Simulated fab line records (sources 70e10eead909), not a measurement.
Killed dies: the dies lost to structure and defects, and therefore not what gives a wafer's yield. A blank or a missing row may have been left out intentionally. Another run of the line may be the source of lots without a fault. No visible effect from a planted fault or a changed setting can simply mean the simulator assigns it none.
fab line records ; flow nand-harc
[record] lots = 13; wafers = 39; last-day = 33
route steps=1302 shown A_CONTACT@1083 A_BLC@1112
lots untouched by any fault: they come from a run of this same line in which no faults occurred
start-h: start of the lot's first displayed wafer, in hours after the record's first day ; wait-h: hours since the lot's step before ; " as in the row above ; L1.1+2: a row that stands for several wafers ; - no value present, or no start provided ; * or withheld: withheld ; < > ~ a bound
route shown NAME@n: a module of which the file shows steps, and the number in the route of the first ; usual: mean/standard deviation taken from wafers without a fault ; same: alike in all rows ; chamber/n: place in a boat ; sites: readings site by site ; _std_site: standard deviation of those values ; _edge_site: outer sites' mean less inner sites' ; radius-mm: for every site, how far away it sits from the centre of the wafer ; mask NAME#n: copy n ; behind: the tool/chamber that last shaped the wafer ; hold: cause of the lot's hold/its duration in hours/its outcome ; device: the transistor (n, p or np) that didn't switch ; end of line: the same wafers' tests at the end of the route ; where a step has no rows: the recipe by itself ; killed: not the wafer's yield, but the dies lost to structure and defects at the first sort ; map: per-die view of a wafer (x killed, . not killed, _ where there is no die)
set.NAME: the setting as run; set.NAME@STEP: as run at that earlier step ; model.NAME: the simulator's own value behind a step, which no gauge read
one table for each step of the route and one row for each wafer, over a sample of lots
services: from which hour (start-h, from the record's first day; less than 0 if before it) a tool's chamber was out of use, for how many hours, and why
[[steps]]
[step NHARC_A_CONTACT_ETCH_89]
[recipe] target-depth-a = 2600; over-etch-frac = 0.3; time-s = 475.3; ion-energy-ev = 200; n2-flow-sccm = 150; h2-flow-sccm = 150; ar-flow-sccm = 0; rf-w = 400; bias-w = 150; chemistry = N2/H2
[usual] drypump-motor-current-A = 6.0/0.48; oes-product-au = 0.996/0.011; rf-vpp-V = 429.2/1.6; showerhead-plenum-p-Torr = 2.00/0.053; throttle-valve-pct = 14.173/0.0088
lot.wafer;tool;chamber;start-h;wait-h;drypump-motor-current-A;oes-product-au;rf-hours-counter-h;rf-vpp-V;showerhead-plenum-p-Torr;throttle-valve-pct
L450.4;rie-diel-08;3;-;-;6.5;1.002;28;429.3;2.01;14.181
L450.2;rie-diel-08;0;-;-;5.6;1.000;26;428.1;1.97;14.181
L450.5;rie-diel-08;0;-;-;5.6;1.012;-;430.0;1.97;14.167
L451.4;rie-diel-08;0;-;-;5.6;1.016;26;429.0;1.97;14.180
L451.5;rie-diel-08;0;-;-;5.6;1.017;-;428.9;1.97;14.171
L451.6;rie-diel-08;1;-;-;6.7;1.001;-;431.2;2.01;14.165
L455.3;rie-diel-08;0;-;-;5.6;0.987;4;428.7;1.97;14.160
L455.6;rie-diel-08;1;-;-;6.6;0.979;-;429.6;2.00;14.163
L455.5;rie-diel-08;2;-;-;5.7;0.979;-;429.2;1.97;14.168
L456.4;rie-diel-08;1;-;-;6.7;0.979;4;429.5;2.00;14.157
L456.1;rie-diel-08;2;-;-;5.7;0.963;5;427.5;1.97;14.181
L456.6;rie-diel-08;1;-;-;6.6;0.976;-;429.4;2.00;14.181
L458.4;rie-diel-08;3;-;-;6.5;0.993;8;430.5;2.01;14.169
L458.1;rie-diel-08;0;-;-;5.6;1.003;8;428.1;1.97;14.174
L458.5;rie-diel-08;3;-;-;6.5;0.995;-;430.1;2.01;14.173
L464.1;rie-diel-08;0;-;-;5.6;1.005;25;427.6;1.96;14.174
L464.2;rie-diel-08;1;-;-;6.6;0.991;24;429.6;2.00;14.177
L464.4;rie-diel-08;2;-;-;5.7;0.980;23;427.6;1.96;14.176
L468.4;rie-diel-08;3;-;-;6.5;0.996;27;429.6;2.00;14.171
L468.1;rie-diel-08;0;-;-;5.6;1.002;28;428.2;1.96;14.166
L468.6;rie-diel-08;3;-;-;6.5;0.998;-;430.7;2.00;14.165
L467.2;rie-diel-08;3;-;-;6.5;1.004;28;427.9;2.00;14.170
L467.3;rie-diel-08;0;-;-;5.6;1.013;29;428.6;1.96;14.176
L467.5;rie-diel-08;2;-;-;5.7;0.996;-;427.6;1.96;14.167
L466.4;rie-diel-08;1;-;-;6.6;0.995;28;430.1;1.99;14.190
L466.5;rie-diel-08;2;-;-;5.7;0.984;-;428.0;1.96;14.178
L466.6;rie-diel-08;3;-;-;6.5;1.008;-;428.3;2.00;14.149
L469.2;rie-diel-08;3;-;-;6.5;1.010;30;428.2;2.00;14.160
L469.3;rie-diel-08;0;-;-;5.6;1.010;31;428.5;1.96;14.162
L469.5;rie-diel-08;0;-;-;5.6;1.006;-;427.4;1.96;14.173
L470.3;rie-diel-08;3;-;-;6.5;1.002;32;429.1;2.00;14.180
L470.1;rie-diel-08;0;-;-;5.6;1.004;32;426.9;1.96;14.182
L470.6;rie-diel-08;2;-;-;5.7;0.993;-;428.9;1.96;14.174
L472.4;rie-diel-08;2;-;-;5.7;0.999;1;428.6;1.96;14.166
L472.1;rie-diel-08;3;-;-;6.4;0.983;1;428.2;2.00;14.169
L472.2;rie-diel-08;1;-;-;6.6;1.003;1;429.1;1.99;14.181
L471.2;rie-diel-08;3;-;-;6.5;0.988;1;429.8;2.00;14.175
L471.6;rie-diel-08;3;-;-;6.4;0.985;-;428.9;2.00;14.184
L471.5;rie-diel-08;0;-;-;5.6;1.009;-;428.3;1.96;14.167
[step NHARC_A_CONTACT_ALD_18]
[recipe] target-thk-a = 30; pulse-time-s = 1; ald-cycles = 150; temp-c = 450; material = TiN
[usual] heater-power-w = 1124/140; precursor-pulse-height-rel = 1.001/0.021
lot.wafer;tool;chamber;start-h;wait-h;heater-power-w;precursor-pulse-height-rel
L450.2;ald-metal-03;2;525.16;-;1075;1.006
L450.4;ald-metal-03;3;525.16;-;951;0.999
L450.5;ald-metal-03;2;525.16;-;1083;0.981
L451.4;ald-metal-01;0;525.54;-;1146;1.028
L451.5;ald-metal-01;0;525.54;-;1127;1.008
L451.6;ald-metal-01;1;525.54;-;1038;1.040
L455.3;ald-metal-01;0;576.46;-;1111;0.982
L455.5;ald-metal-01;3;576.46;-;1212;1.053
L455.6;ald-metal-01;0;576.46;-;1123;1.000
L456.4;ald-metal-04;2;578.07;-;1320;0.993
L456.1;ald-metal-04;0;578.07;-;1127;0.974
L456.6;ald-metal-04;1;578.07;-;1293;0.972
L458.1;ald-metal-01;3;603.40;-;1171;0.981
L458.4;ald-metal-01;3;603.40;-;1184;0.994
L458.5;ald-metal-01;2;603.40;-;1005;0.979
L464.1;ald-metal-01;0;686.80;-;1111;0.982
L464.2;ald-metal-01;1;686.80;-;1095;0.991
L464.4;ald-metal-01;2;686.80;-;1006;0.986
L468.4;ald-metal-01;0;699.43;-;1136;0.976
L468.1;ald-metal-01;1;699.43;-;1085;1.013
L468.6;ald-metal-01;2;699.43;-;992;0.987
L467.2;ald-metal-03;1;700.99;-;1133;1.009
L467.3;ald-metal-03;2;700.99;-;1102;0.984
L467.5;ald-metal-03;1;700.99;-;1201;0.979
L466.6;ald-metal-04;1;705.92;-;1282;1.008
L466.5;ald-metal-04;2;705.92;-;1350;1.021
L466.4;ald-metal-04;3;705.92;-;1355;0.996
L469.2;ald-metal-03;2;720.55;-;1086;1.025
L469.3;ald-metal-03;0;720.55;-;930;1.044
L469.5;ald-metal-03;3;720.55;-;961;0.999
L470.1;ald-metal-01;0;724.42;-;1062;0.972
L470.3;ald-metal-01;1;724.42;-;994;0.976
L470.6;ald-metal-01;3;724.42;-;1118;0.999
L472.2;ald-metal-04;3;744.04;-;1299;0.974
L472.1;ald-metal-04;0;744.04;-;1149;0.974
L472.4;ald-metal-04;1;744.04;-;1346;0.989
L471.2;ald-metal-03;3;745.73;-;966;1.025
L471.6;ald-metal-03;3;745.73;-;926;1.019
L471.5;ald-metal-03;0;745.73;-;906;1.011
[step NHARC_A_CONTACT_INSPECT_23]
[usual] raw-defect-count = 498/130
lot.wafer;tool;chamber;start-h;wait-h;raw-defect-count
L450.2;defect-inspect-01;-;526.64;0.1;353
L450.4;defect-inspect-01;-;526.64;0.1;723
L450.5;defect-inspect-01;-;526.64;0.1;433
L451.4;defect-inspect-01;-;527.06;0.1;678
L451.5;defect-inspect-01;-;527.06;0.1;681
L451.6;defect-inspect-01;-;527.06;0.1;1168
L455.3;defect-inspect-01;-;577.94;0.1;365
L455.5;defect-inspect-01;-;577.94;0.1;307
L455.6;defect-inspect-01;-;577.94;0.1;438
L456.1;defect-inspect-01;-;579.55;0.1;393
L456.4;defect-inspect-01;-;579.55;0.1;407
L456.6;defect-inspect-01;-;579.55;0.1;415
L458.1;defect-inspect-01;-;604.93;0.1;608
L458.4;defect-inspect-01;-;604.93;0.1;574
L458.5;defect-inspect-01;-;604.93;0.1;676
L464.1;defect-inspect-02;-;688.28;0.1;430
L464.2;defect-inspect-02;-;688.28;0.1;458
L464.4;defect-inspect-02;-;688.28;0.1;368
L468.1;defect-inspect-01;-;700.88;0.1;665
L468.4;defect-inspect-01;-;700.88;0.1;560
L468.6;defect-inspect-01;-;700.88;0.1;447
L467.2;defect-inspect-02;-;702.47;0.1;309
L467.3;defect-inspect-02;-;702.47;0.1;524
L467.5;defect-inspect-02;-;702.47;0.1;478
L466.4;defect-inspect-01;-;707.51;0.1;495
L466.5;defect-inspect-01;-;707.51;0.1;485
L466.6;defect-inspect-01;-;707.51;0.1;482
L469.2;defect-inspect-01;-;722.04;0.1;363
L469.3;defect-inspect-01;-;722.04;0.1;450
L469.5;defect-inspect-01;-;722.04;0.1;370
L470.1;defect-inspect-01;-;725.88;0.1;686
L470.3;defect-inspect-01;-;725.88;0.1;606
L470.6;defect-inspect-01;-;725.88;0.1;566
L472.1;defect-inspect-02;-;745.57;0.1;722
L472.2;defect-inspect-02;-;745.57;0.1;531
L472.4;defect-inspect-02;-;745.57;0.1;857
L471.2;defect-inspect-01;-;747.23;0.1;515
L471.5;defect-inspect-01;-;747.23;0.1;526
L471.6;defect-inspect-01;-;747.23;0.1;395
[step NHARC_A_BLC_SOFTBAKE_05]
[recipe] temp-c = 105; time-s = 55
[usual] chill-plate-temp-C = 23.02/0.11; heater-power-total-W = 188.46/0.14
lot.wafer;tool;chamber;start-h;wait-h;chill-plate-temp-C;heater-power-total-W
L450.2;litho-track-06;0;526;-;22.99;188.44
L450.4;litho-track-06;0;526;-;22.97;188.48
L450.5;litho-track-06;0;526;-;22.85;188.70
L451.4;litho-track-04;0;527;-;22.99;188.42
L451.5;litho-track-04;0;527;-;23.09;188.46
L451.6;litho-track-04;0;527;-;23.06;188.34
L455.3;litho-track-06;0;578;-;22.99;176.79
L455.5;litho-track-06;0;578;-;22.91;176.81
L455.6;litho-track-06;0;578;-;22.90;176.77
L456.1;litho-track-06;0;579;-;23.02;176.84
L456.4;litho-track-06;0;579;-;23.16;176.75
L456.6;litho-track-06;0;579;-;23.12;176.79
L458.1;litho-track-06;0;605;-;23.04;176.78
L458.4;litho-track-06;0;605;-;22.95;176.74
L458.5;litho-track-06;0;605;-;22.98;176.75
L464.1;litho-track-04;0;688;-;23.00;188.45
L464.2;litho-track-04;0;688;-;22.94;188.62
L464.4;litho-track-04;0;688;-;23.06;188.44
L468.1;litho-track-01;0;700;-;23.13;188.69
L468.4;litho-track-01;0;700;-;23.14;188.58
L468.6;litho-track-01;0;700;-;23.17;188.31
L467.2;litho-track-04;0;702;-;23.07;188.63
L467.3;litho-track-04;0;702;-;23.12;188.47
L467.5;litho-track-04;0;702;-;23.13;188.53
L466.4;litho-track-01;0;707;-;22.94;188.63
L466.5;litho-track-01;0;707;-;23.12;188.73
L466.6;litho-track-01;0;707;-;22.99;188.74
L469.2;litho-track-06;0;722;-;22.97;188.68
L469.3;litho-track-06;0;722;-;22.90;188.45
L469.5;litho-track-06;0;722;-;23.11;188.47
L470.1;litho-track-06;0;725;-;22.99;188.52
L470.3;litho-track-06;0;725;-;23.04;188.49
L470.6;litho-track-06;0;725;-;22.86;188.45
L472.1;litho-track-01;0;745;-;23.12;188.45
L472.2;litho-track-01;0;745;-;22.98;188.39
L472.4;litho-track-01;0;745;-;22.91;188.45
L471.2;litho-track-06;0;747;-;23.01;188.33
L471.5;litho-track-06;0;747;-;23.01;188.37
L471.6;litho-track-06;0;747;-;23.02;188.35
[[services]]
tool;chamber;start-h;hours;kind
rie-diel-08;0;499.88;-;clean
litho-track-01;-;505.00;7.0;pm
ald-metal-01;-;526.00;10.0;pm
litho-track-06;-;529.00;7.0;pm
ald-metal-04;-;533.02;0.7;repair
rie-diel-08;-;545.31;9.0;pm
ald-metal-01;-;550.68;1.4;repair
litho-track-04;-;553.00;7.0;pm
ald-metal-03;-;562.51;1.2;repair
ald-metal-03;-;568.08;10.0;pm
ald-metal-01;0;602.75;2.3;repair
ald-metal-03;2;606.35;20.1;repair
ald-metal-01;2;643.23;15.6;repair
ald-metal-04;-;652.00;10.0;pm
litho-track-01;-;680.00;7.0;pm
ald-metal-01;-;685.11;0.9;repair
ald-metal-04;0;690.50;46.4;repair
ald-metal-01;-;704.00;10.0;pm
litho-track-06;-;704.00;7.0;pm
rie-diel-08;1;709.58;7.9;repair
rie-diel-08;-;722.31;9.0;pm
litho-track-04;-;728.00;7.0;pm
ald-metal-03;0;732.06;3.0;repair
ald-metal-03;-;746.08;10.0;pm
[[key]]
[first-sign] step = NHARC_A_BLC_SOFTBAKE_05; reading = heater-power-total-W; direction = down; sigmas = 82; usual = *; struck = *
effect none on later readings
met-at NHARC_A_BLC_SOFTBAKE_05
struck-lots L455,L456,L458
tester-left-out L455,L456,L458
not-acting-at NHARC_A_CONTACT_ETCH_89,NHARC_A_CONTACT_ALD_18,NHARC_A_CONTACT_INSPECT_23
onset-between 526 578
[fault] kind = process-parameter-drift; tool = litho-track-06; chamber = -; onset-h = 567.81; steps = NHARC_A_BLC_SOFTBAKE_05; channel = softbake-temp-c; offset = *; shape = step; end-h = 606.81; acts-in = *; stated = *
// tester-left-out: of these lots the tester's yield and bins aren't shown, on N5 and GAA mostly nor the transistor test; their killed dies are dies lost to structure and defects alone, not to doping, threshold or leakage, so they don't give the yield
